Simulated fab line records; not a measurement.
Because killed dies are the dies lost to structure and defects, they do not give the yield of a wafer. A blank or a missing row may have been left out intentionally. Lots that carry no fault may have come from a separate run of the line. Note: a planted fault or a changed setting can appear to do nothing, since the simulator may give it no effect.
Matching of chambers | flow n5Finfet | N5_MOL_CONTACT_COAG_STRIP_98 on rieDiel-06: 4 sister chambers
The step strips in N2/H2. 4 wafers are shown with their chamber, then 9 later ones without.

== WAFERS WITH THEIR CHAMBER ==
wafer  | chamber | drypumpMotorCurrentA (A)
L089.2 | 1       | 5.7
L091.3 | 2       | 5.3
L091.4 | 0       | 6.1
L091.5 | 3       | 6.0

== WAFERS WHOSE CHAMBER IS MISSING ==
wafer  | drypumpMotorCurrentA (A)
L093.1 | 5.3
L093.3 | 5.7
L093.4 | 5.8
L094.1 | 6.0
L094.3 | 5.7
L094.5 | 6.0
L097.4 | 6.1
L097.5 | 6.0
L097.6 | 6.0

== EACH ONE'S CHAMBER ==
wafer  | from the rows above | in truth
L093.1 | 2                   | 2
L093.3 | 1                   | 1
L093.4 | 1                   | 1
L094.1 | 3                   | 3
L094.3 | 1                   | 1
L094.5 | 3                   | 3
L097.4 | 0                   | 0
L097.5 | 3                   | 3
L097.6 | 3                   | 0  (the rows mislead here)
8 of 9 placed correctly. Can't be placed from these rows: 0. Wrongly placed: 1.
How it was worked out, from the rows above alone: a wafer's distance from a chamber is the root of the sum, over the readings, of the square of ((its reading less the chamber's mean) divided by the reading's scatter). If the next closest chamber is less than 2 further off than the closest, the wafer can't be placed; otherwise it belongs to the closest. A chamber's mean is the mean of its shown wafers. The scatter (one wafer shown for each chamber): square how far every hidden wafer sits from the nearest shown wafer, average those squares and take the square root.
